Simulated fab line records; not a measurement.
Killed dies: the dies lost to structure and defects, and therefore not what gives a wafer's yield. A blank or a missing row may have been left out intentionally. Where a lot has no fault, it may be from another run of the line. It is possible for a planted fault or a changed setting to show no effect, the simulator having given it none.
Chamber matching | flow nand-harc | NHARC_P_ZERO_WELL_DESCUM_54 on rie-diel-13: 4 sister chambers
The step chemistry O2, time 3 s. 16 wafers are shown with their chamber, then 8 later ones without.

WAFERS PAIRED WITH THEIR CHAMBERS
wafer  | chamber | drypump-motor-current-A (A) | rf-vpp-V (V) | oes-product-au (a.u.)
L074.2 | 2       | 5.8                         | 57.8         | 1.007
L074.4 | 0       | 6.3                         | 56.5         | 0.996
L074.5 | 0       | 6.3                         | 58.7         | 0.996
L077.1 | 0       | 6.4                         | 56.8         | 0.980
L077.2 | 1       | 6.3                         | 58.2         | 0.991
L077.4 | 3       | 5.6                         | 57.3         | 0.981
L078.3 | 3       | 5.6                         | 57.9         | 0.995
L078.4 | 0       | 6.3                         | 57.2         | 1.002
L078.5 | 3       | 5.6                         | 57.4         | 0.996
L081.2 | 3       | 5.6                         | 56.4         | 1.006
L081.3 | 0       | 6.3                         | 57.4         | 1.004
L081.6 | 3       | 5.6                         | 56.0         | 1.011
L083.1 | 0       | 6.3                         | 56.3         | 1.009
L083.3 | 3       | 5.6                         | 57.6         | 0.992
L083.5 | 1       | 6.3                         | 57.5         | 1.005
L087.2 | 3       | 5.6                         | 58.1         | 0.996

SIGNATURES, as means of the wafers listed above
reading                 | chamber 0 | chamber 1 | chamber 2 | chamber 3 | scatter within a chamber
drypump-motor-current-A | 6.317     | 6.300     | 5.800     | 5.600     | 0.0264
rf-vpp-V                | 57.150    | 57.850    | 57.800    | 57.243    | 0.794
oes-product-au          | 0.99783   | 0.99800   | 1.00700   | 0.99671   | 0.00986
Rule: a wafer's distance from a chamber is the root of the sum, over the readings, of the square of ((its reading less the chamber's mean) divided by the reading's scatter). If the next closest chamber is less than 2 further off than the closest, the wafer can't be placed; otherwise it belongs to the closest. The scatter: take each reading less its chamber's mean, square it, sum over the shown wafers, divide by the number of wafers less the number of chambers, and take the root.

WAFERS MISSING THEIR CHAMBER
wafer  | drypump-motor-current-A (A) | rf-vpp-V (V) | oes-product-au (a.u.)
L087.5 | 5.8                         | 58.2         | 1.010
L087.6 | 6.3                         | 57.5         | 1.001
L094.1 | 5.6                         | 58.9         | 1.009
L094.5 | 6.3                         | 57.3         | 1.015
L094.6 | 6.3                         | 57.9         | 0.994
L095.1 | 6.3                         | 57.1         | 1.015
L095.4 | 6.3                         | 57.1         | 1.002
L095.5 | 6.3                         | 57.9         | 1.013

CHAMBER TAKEN BY EACH
wafer  | from the rows above     | in truth
L087.5 | 2                       | 2
L087.6 | can't be placed: 1 or 0 | 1
L094.1 | 3                       | 3
L094.5 | can't be placed: 1 or 0 | 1
L094.6 | can't be placed: 1 or 0 | 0
L095.1 | can't be placed: 0 or 1 | 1
L095.4 | can't be placed: 0 or 1 | 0
L095.5 | can't be placed: 1 or 0 | 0
Correct placement for 2 of the 8. Cannot be placed on the basis of these rows: 6; the candidates contain the true chamber in 6. 0 placed wrongly.
